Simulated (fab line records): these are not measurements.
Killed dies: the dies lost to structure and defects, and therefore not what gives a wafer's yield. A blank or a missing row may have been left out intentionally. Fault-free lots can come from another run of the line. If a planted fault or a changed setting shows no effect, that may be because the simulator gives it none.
A struck lot beside a sound one || flow n5_finfet || 14 steps out of a route of 1938
Sound: wafers L449.1, L449.3, L449.4. Wafers L461.4, L461.5, L461.6 were the ones struck. At the end, the cause is stated.
Per side, at each step with rows, come the tool, then ch with its chambers, and then its first start. Under that, the readings that differ: sound wafers || struck wafers || difference of the means || sigmas: that difference in standard deviations of wafers without a fault.
alike: same words and numbers on both sides, and readings whose means sit less than 2 such deviations apart. not compared: any withheld reading, any reading some wafer has no value for, any bound like >300 that may hide the same value, and any number with overlapping values for which the record gives no deviation.
A row with sigmas, a row that says differs or no value, or rows on one side alone: a step with any of these is where the two part. Non-overlapping numbers with no deviation appear without sigmas and do not part them. A reading that every wafer of one side lacks parts them only if that side has two wafers or more.

first, 10 steps without rows for these wafers: N5_FIN_SAQP_DESCUM_21 (chemistry O2, time 7.9 s); N5_FIN_SAQP_ETCH_51 (etches SiARC in CF4, target depth 45.5 nm, time 75.8 s); N5_FIN_SAQP_ETCH_52 (etches SOC in N2/H2, target depth 100 nm, overetch 20 nm, time 150 s); N5_FIN_SAQP_STRIP_53 (strips in N2/H2); N5_FIN_SAQP_HM_OPEN_73 (chemistry CHF3/O2, target SiO2, stops on a-Si, target depth 12 nm, time 16.8 s); N5_FIN_SAQP_STRIP_74 (strips in CHF3/O2); N5_FIN_SAQP_MANDREL_ETCH_22 (etches a-Si in HBr/Cl2, stops on SiNx, target depth 60 nm, bt time 10 s, time 30 s); N5_FIN_SAQP_STRIP_55 (strips in N2/H2); N5_FIN_SAQP_STRIP_23 (strips in SPM, time 750 s); N5_FIN_SAQP_SRD_66 (time 30 s).
N5_FIN_SAQP_RECESS_75: chemistry HF/NH3, target SiO2, target depth 14.4 nm, afs cycles 3, sublimation time 60 s.
  sound on vapor_etch-02 ch 0,1, day 2 06:10; struck on vapor_etch-02 ch 0,1, day 5 07:13
  no value came back on the struck wafers for afs_cycles, drypump_motor_current_A (A); on the sound wafers afs_cycles reads 3 3 3
{"reading": "model.SiO2_of_FIN_SAQP_HM_DEP_72.thk_nm (nm)", "sound": "0 0 0", "struck": "12.14 12.4 12.07", "difference": "+12.20", "sigmas": ""}
then, 1 step without rows for these wafers: N5_FIN_SAQP_SPACER1_ALD_24 (deposits SiO2, target thk 20.3 nm, pulse time 1 s, purge time 2 s).
N5_BEOL_M4_RC_MEAS_101:
  the record has rows for the sound wafers here (prober-02 ch 0, day 8 09:13) and none for the struck ones
-- a jump in the record: the struck wafers' starts before and after are 10 days apart (it breaks off in module BEOL_M4 and resumes in module PASSIVATION, where the first step shown is number 1936 of the route) --
N5_PASSIVATION_PROBE_49:
  sound on prober-02, day 12 13:09; struck on prober-02, day 15 13:52
{"reading": "killed_at_front_end", "sound": "80 66 59", "struck": "1107 1119 1145", "difference": "+1055", "sigmas": "+75"}
{"reading": "killed_dies", "sound": "129 131 97", "struck": "1180 1180 1180", "difference": "+1061", "sigmas": "+56"}
{"reading": "killed_on_rim", "sound": "18 14 22", "struck": "152 152 152", "difference": "+134", "sigmas": "+32"}
  alike: killed_at_M0_to_M3, killed_at_M4_up, killed_at_contacts, killed_at_other, killed_open, killed_short

== WHERE THEY PART ==
Earliest at N5_FIN_SAQP_RECESS_75; latest, in this record, at N5_PASSIVATION_PROBE_49.

WHY: whatever the simulator had introduced
Beginning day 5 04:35, the whole step at N5_FIN_SAQP_RECESS_75 was skipped on vapor_etch-02. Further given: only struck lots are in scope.
